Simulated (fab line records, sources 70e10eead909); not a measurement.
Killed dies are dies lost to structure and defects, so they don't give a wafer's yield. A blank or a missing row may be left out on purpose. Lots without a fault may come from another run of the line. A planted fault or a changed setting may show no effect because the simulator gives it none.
fab line records | flow nand_harc
record lots=15 wafers=45 last_day=25
route steps=1159 shown A_STAIRCASE@688
lots that met no fault: from a run of the same line without faults
start_h: hours from the record's first day to the start of the lot's first wafer shown | wait_h: hours since the lot's step before | " the same as in the row above | L1.1+2: a row that stands for several wafers | - no value, or no start given | * or withheld: withheld | < > ~ a bound
route shown NAME@n: a module of which the file shows steps, and the number in the route of the first | usual: mean/standard deviation of fault-free wafers | same: alike in all rows | chamber/n: place in a boat | sites: the reading at each site | _std_site: their standard deviation | _edge_site: outer sites' mean less inner sites' | radius_mm: how far each site lies from the wafer's centre | mask NAME#n: copy n | behind: the tool/chamber that last shaped the wafer | hold: why the lot was held/for how many hours/how that ended | device: the transistor (n, p or np) that didn't switch | end of line: the same wafers' tests at the end of the route | a step without rows: its recipe alone | killed: dies lost to structure and defects at the first sort, not the wafer's yield | map: a wafer's dies, x killed, . not, _ none there
set.NAME: the setting as run; set.NAME@STEP: as run at that earlier step | model.NAME: the simulator's own value behind a step, which no gauge read
steps of the route over a sample of lots; a table a step, a row a wafer
services: from which hour (start_h, from the record's first day; less than 0 if before it) a tool's chamber was out of use, for how many hours, and why
## steps
# step NHARC_A_STAIRCASE_ETCH_313
# recipe cf4_flow_sccm=100 chf3_flow_sccm=30 ar_flow_sccm=0 rf_w=500 bias_w=200 chemistry=CF4/CHF3
# usual drypump_motor_current_A=5.8/0.45 oes_product_au=0.937/0.02 rf_vpp_V=371.1/2.9 showerhead_plenum_p_Torr=1.59/0.084 throttle_valve_pct=16.803/0.0096
# columns lot.wafer tool chamber start_h wait_h drypump_motor_current_A oes_product_au rf_hours_counter_h rf_vpp_V showerhead_plenum_p_Torr throttle_valve_pct
L327.2 rie_diel-01 3 272.94 0.2 5.6 0.938 50 374.6 1.69 16.800
L327.6 " 1 " " 6.1 0.940 - 371.1 1.64 16.804
L327.5 " 2 " " 5.7 0.915 - 366.2 1.49 16.807
L326.3 rie_diel-01 0 279.03 0.1 5.7 0.926 49 366.6 1.48 16.811
L326.4 " 1 " " 6.1 0.923 49 372.7 1.64 16.786
L326.2 " 3 " " 5.6 0.916 52 374.1 1.69 16.806
L330.3 rie_diel-12 1 281.04 0.1 5.8 0.922 23 368.2 1.49 16.815
L330.4 " 2 " " 5.6 0.912 24 369.6 1.56 16.801
L330.2 " 0 " " 6.1 0.924 26 371.6 1.58 16.810
L331.3 rie_diel-13 1 288.35 0.2 6.2 0.936 1 373.6 1.63 16.797
L331.1 " 2 " " 6.0 0.955 2 374.0 1.70 16.788
L331.5 " 3 " " 6.1 0.948 - 368.1 1.48 16.811
L332.3 rie_diel-01 0 301.25 0.1 5.7 0.932 57 367.3 1.47 16.807
L332.2 " 1 " " 6.1 0.927 58 372.2 1.63 16.823
L332.6 " 1 " " 6.1 0.926 - 373.6 1.64 16.807
L334.4 rie_diel-01 3 302.99 0.1 5.6 0.914 60 373.9 1.68 16.811
L334.1 " 2 " " 5.7 0.929 61 367.8 1.48 16.807
L334.5 " 0 " " 5.7 0.928 - 367.0 1.47 16.796
L336.1 rie_diel-12 0 320.41 0.1 6.1 0.925 40 370.7 1.58 16.802
L336.3 " 1 " " 5.8 0.920 35 368.2 1.48 16.813
L336.2 " 3 " " 6.2 0.908 40 372.6 1.64 16.814
L335.1 rie_diel-13 3 324.24 1.6 6.1 0.917 16 367.7 1.48 16.807
L335.6 " 2 " " 6.0 0.931 - 375.3 1.70 16.783
L335.5 " 3 " " 6.1 0.916 - 368.1 1.48 16.812
L337.3 rie_diel-13 1 333.31 0.1 6.2 0.978 19 372.1 1.62 16.791
L337.1 " 3 " " 6.1 0.961 20 365.7 1.48 16.815
L337.6 " 2 " " 6.0 0.980 - 374.9 1.69 16.812
L339.4 rie_diel-12 2 338.28 0.1 5.6 0.917 36 370.8 1.56 16.802
L339.1 " 3 " " 6.2 0.923 47 374.0 1.64 16.805
L339.2 " 1 " " 5.8 0.913 44 368.8 1.48 16.793
L340.3 rie_diel-13 2 343.76 0.1 5.9 0.929 25 373.5 1.69 16.793
L340.2 " 3 " " 6.1 0.914 25 366.9 1.47 16.808
L340.1 " 0 " " 4.8 0.931 22 373.8 1.65 16.799
L338.2 rie_diel-13 2 343.83 0.1 6.0 0.932 26 374.1 1.69 16.807
L338.1 " 3 " " 6.1 0.916 25 367.3 1.47 16.798
L338.6 " 0 " " 4.7 0.928 - 374.6 1.65 16.802
L347.3 rie_diel-01 3 382.35 0.2 5.5 0.928 24 374.1 1.68 16.803
L347.2 " 0 " " 5.7 0.929 22 368.3 1.47 16.796
L347.6 " 1 " " 6.1 0.912 - 372.6 1.63 16.812
L348.3 rie_diel-13 2 383.90 0.1 6.0 0.933 42 374.8 1.69 16.812
L348.2 " 0 " " 4.7 0.921 39 372.4 1.65 16.800
L348.1 " 1 " " 6.2 0.924 39 373.0 1.62 16.802
L349.3 rie_diel-01 0 395.91 0.1 5.7 0.969 27 368.2 1.47 16.808
L349.2 " 2 " " 5.7 0.976 31 366.7 1.47 16.809
L349.6 " 3 " " 5.5 0.979 - 373.1 1.68 16.797
# step NHARC_A_STAIRCASE_CVD_552
# recipe target_thk_a=400 temp_c=700 pressure_mtorr=300 material=SiNx
# usual spike_tc_lower_C=701.0/1.9 zone_power_centre_pct=11.8/0.76 zone_power_lower_pct=11.1/0.59
# columns lot.wafer tool chamber start_h wait_h spike_tc_lower_C zone_power_centre_pct zone_power_lower_pct
L327.2 lpcvd-02 1 285.61 - 700.7 11.9 10.4
L327.5 " 1 " " 699.7 11.9 10.8
L327.6 " 1 " " 701.8 11.9 10.6
L326.2 lpcvd-02 1 291.95 - 699.1 12.3 10.5
L326.3 " 1 " " 699.8 12.1 10.4
L326.4 " 1 " " 699.8 12.1 10.4
L330.2 lpcvd-01 1 296.99 - 697.5 13.0 11.2
L330.3 " 1 " " 697.6 13.3 11.0
L330.4 " 1 " " 696.5 13.1 11.1
L331.1 lpcvd-01 0 300.92 - 701.2 11.3 11.4
L331.3 " 0 " " 701.6 11.6 11.5
L331.5 " 0 " " 699.9 11.5 11.4
L332.2 lpcvd-02 0 315.03 - 705.0 10.8 12.0
L332.3 " 0 " " 703.2 10.8 12.0
L332.6 " 0 " " 704.8 11.0 11.8
L334.1 lpcvd-02 0 315.03 - 702.9 10.9 11.9
L334.4 " 0 " " 702.8 10.9 11.9
L334.5 " 0 " " 704.1 10.7 11.8
L335.1 lpcvd-02 0 335.61 - 703.3 10.7 11.9
L335.5 " 0 " " 704.3 10.7 12.1
L335.6 " 0 " " 702.2 10.9 12.0
L336.1 lpcvd-02 1 335.61 - 700.3 12.0 10.5
L336.2 " 1 " " 698.0 12.1 10.6
L336.3 " 1 " " 700.3 12.0 10.4
L336.1 lpcvd-02 1 342.14 3.3 701.6 12.2 10.4
L336.2 " 1 " " 700.4 12.0 10.5
L336.3 " 1 " " 700.6 12.3 10.6
L337.1 lpcvd-02 1 346.47 - 700.4 12.0 10.5
L337.3 " 1 " " 701.6 12.3 10.5
L337.6 " 1 " " 701.8 12.2 10.5
L337.1 lpcvd-02 1 351.82 2.2 699.5 12.1 10.5
L337.3 " 1 " " 701.0 12.1 10.3
L337.6 " 1 " " 700.8 12.1 10.4
L339.1 lpcvd-02 0 351.82 - 702.9 10.7 11.8
L339.2 " 0 " " 703.8 10.9 11.7
L339.4 " 0 " " 703.0 10.7 12.0
L339.1 lpcvd-02 0 355.68 0.7 702.9 10.8 12.0
L339.2 " 0 " " 703.6 10.8 11.8
L339.4 " 0 " " 703.1 10.9 11.9
L338.1 lpcvd-01 0 356.48 - 699.9 11.4 11.6
L338.2 " 0 " " 701.3 11.6 11.6
L338.6 " 0 " " 700.0 11.5 11.6
L340.1 lpcvd-01 1 356.48 - 697.2 13.1 11.1
L340.2 " 1 " " 700.0 13.1 11.0
L340.3 " 1 " " 698.9 13.2 11.0
L347.2 lpcvd-02 0 395.05 - 701.9 10.9 11.7
L347.3 " 0 " " 702.5 10.9 11.9
L347.6 " 0 " " 703.6 10.6 11.9
L348.1 lpcvd-02 1 395.05 - 700.0 12.4 10.5
L348.2 " 1 " " 699.2 12.2 10.6
L348.3 " 1 " " 699.5 12.0 10.6
L349.2 lpcvd-01 1 408.86 - 698.3 13.1 11.2
L349.3 " 1 " " 697.9 13.2 11.3
L349.6 " 1 " " 696.3 13.3 11.0
# step NHARC_A_STAIRCASE_DEP_151
# recipe target_thk_a=38000 temp_c=400 target_thk_nm=3800 teos_flow_sccm=200 rf_w=500 material=SiO2
# usual heater_power_outer_w=361/71 heater_power_w=625/100
# columns lot.wafer tool chamber start_h wait_h heater_power_outer_w heater_power_w
L327.2 pecvd-04 2 289.18 0.4 474 832
L327.6 " 2 " " 411 749
L327.5 " 1 " " 396 636
L326.3 pecvd-01 1 296.22 1.0 423 693
L326.2 " 2 " " 319 575
L326.4 " 0 " " 304 537
L330.3 pecvd-04 1 300.57 0.4 469 736
L330.2 " 2 " " 508 872
L330.4 " 1 " " 393 638
L331.1 pecvd-04 1 304.68 0.6 476 741
L331.3 " 0 " " 333 573
L331.5 " 1 " " 393 628
L332.2 pecvd-04 1 318.58 0.4 508 779
L332.3 " 2 " " 494 861
L332.6 " 1 " " 414 644
L334.1 pecvd-03 2 318.87 0.7 350 623
L334.5 " 1 " " 274 479
L334.4 " 2 " " 315 578
L335.1 pecvd-04 0 339.43 0.6 379 608
L335.6 " 2 " " 415 750
L335.5 " 0 " " 310 517
L336.2 pecvd-01 2 346.26 0.9 310 559
L336.3 " 0 " " 354 627
L336.1 " 1 " " 425 688
L337.1 pecvd-03 0 355.81 0.8 429 776
L337.3 " 1 " " 353 607
L337.6 " 1 " " 279 490
L339.1 pecvd-01 0 359.69 0.8 359 602
L339.2 " 1 " " 426 670
L339.4 " 2 " " 248 477
L340.2 pecvd-03 1 360.09 0.4 306 539
L340.3 " 2 " " 381 684
L340.1 " 0 " " 373 686
L338.2 pecvd-04 0 360.10 0.4 402 624
L338.1 " 2 " " 526 936
L338.6 " 0 " " 312 511
L347.2 pecvd-03 0 398.64 0.4 393 719
L347.3 " 2 " " 386 674
L347.6 " 0 " " 334 621
L348.2 pecvd-01 1 398.64 0.4 417 666
L348.1 " 2 " " 316 564
L348.3 " 0 " " 407 670
L349.2 pecvd-03 0 412.80 0.8 425 748
L349.3 " 1 " " 290 519
L349.6 " 2 " " 307 546
# step NHARC_A_STAIRCASE_DEP_325
# recipe target_thk_a=38000 temp_c=400 target_thk_nm=3800 teos_flow_sccm=200 rf_w=500 material=SiO2
# usual heater_power_outer_w=352/68 heater_power_w=615/100
# columns lot.wafer tool chamber start_h wait_h heater_power_outer_w heater_power_w
L327.2 pecvd-01 1 305.78 0.2 407 659
L327.5 " 0 " " 297 536
L327.6 " 2 " " 238 488
L326.2 pecvd-03 1 311.22 0.1 350 612
L326.3 " 0 " " 432 777
L326.4 " 1 " " 273 496
L330.3 pecvd-01 0 317.15 0.1 398 660
L330.2 " 2 " " 323 586
L330.4 " 1 " " 341 554
L331.3 pecvd-04 0 323.01 0.1 409 643
L331.1 " 2 " " 449 781
L331.5 " 0 " " 313 514
L332.2 pecvd-04 2 334.36 0.1 528 929
L332.3 " 1 " " 507 772
L332.6 " 2 " " 418 724
L334.1 pecvd-03 0 334.59 0.3 349 640
L334.4 " 0 " " 323 632
L334.5 " 2 " " 311 573
L336.1 pecvd-04 2 355.36 0.1 488 866
L336.2 " 0 " " 332 560
L336.3 " 2 " " 406 749
L335.1 pecvd-03 1 355.43 0.3 311 546
L335.5 " 0 " " 324 642
L335.6 " 1 " " 273 493
L337.1 pecvd-03 0 368.20 0.1 366 685
L337.3 " 2 " " 410 700
L337.6 " 1 " " 280 491
L339.2 pecvd-03 0 373.13 0.1 421 761
L339.1 " 1 " " 299 510
L339.4 " 1 " " 268 479
L338.2 pecvd-01 0 373.13 0.1 400 657
L338.1 " 2 " " 330 581
L338.6 " 1 " " 323 560
L340.3 pecvd-04 2 373.26 0.2 481 879
L340.1 " 0 " " 352 571
L340.2 " 1 " " 519 786
L347.3 pecvd-03 0 412.13 0.1 404 748
L347.2 " 2 " " 421 712
L347.6 " 0 " " 323 628
L348.1 pecvd-01 2 412.70 0.6 341 596
L348.2 " 0 " " 390 660
L348.3 " 1 " " 445 684
L349.3 pecvd-03 2 430.60 0.2 409 685
L349.2 " 0 " " 432 759
L349.6 " 0 " " 318 617
## services
# columns tool chamber start_h hours kind
rie_diel-13 - 276.21 9.0 pm
pecvd-04 0 287.50 4.9 repair
pecvd-03 - 292.33 13.0 pm
pecvd-03 0 292.33 13.0 vent_cycle
pecvd-03 1 292.33 13.0 vent_cycle
pecvd-03 2 292.33 13.0 vent_cycle
pecvd-03 0 305.33 - clean
pecvd-03 1 305.33 - clean
pecvd-03 2 305.33 - clean
rie_diel-12 2 310.57 12.3 repair
rie_diel-01 - 316.05 0.7 repair
lpcvd-01 - 316.43 26.0 pm
pecvd-03 - 344.13 0.4 repair
pecvd-04 - 352.33 0.6 repair
rie_diel-13 3 371.96 3.1 repair
pecvd-04 - 376.00 13.0 pm
pecvd-04 0 376.00 13.0 vent_cycle
pecvd-04 1 376.00 13.0 vent_cycle
pecvd-04 2 376.00 13.0 vent_cycle
rie_diel-12 - 380.36 9.0 pm
pecvd-04 2 389.00 5.1 repair
rie_diel-12 1 404.57 12.5 repair
pecvd-01 - 427.39 13.0 pm
pecvd-04 - 429.54 1.1 repair
## key
first_sign step=NHARC_A_STAIRCASE_CVD_552 reading=visit direction=added
effect none on later readings
met_at NHARC_A_STAIRCASE_CVD_552
struck_lots L336,L337,L339
later_rows_left_out L336.1,L336.2,L336.3,L337.1,L337.3,L337.6,L339.1,L339.2,L339.4
sort_left_out L336.1,L336.2,L336.3,L337.1,L337.3,L337.6,L339.1,L339.2,L339.4
tester_left_out L336,L337,L339
not_acting_at NHARC_A_STAIRCASE_ETCH_313,NHARC_A_STAIRCASE_DEP_151,NHARC_A_STAIRCASE_DEP_325
fault kind=repeated_step_whole tool=lpcvd-01,lpcvd-02 chamber=- onset_h=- steps=NHARC_A_STAIRCASE_CVD_552 times=1 scope=struck_lots_only
# tester_left_out: of these lots the tester's yield and bins aren't shown, on N5 and GAA mostly nor the transistor test; their killed dies are dies lost to structure and defects alone, not to doping, threshold or leakage, so they don't give the yield
# sort_left_out: the simulated sort isn't trusted on such a fault, so these wafers' sort isn't shown, and their yield isn't known
# later_rows_left_out: the simulator's readings of these wafers behind a module that went badly wrong aren't trusted and aren't shown, but for the sort
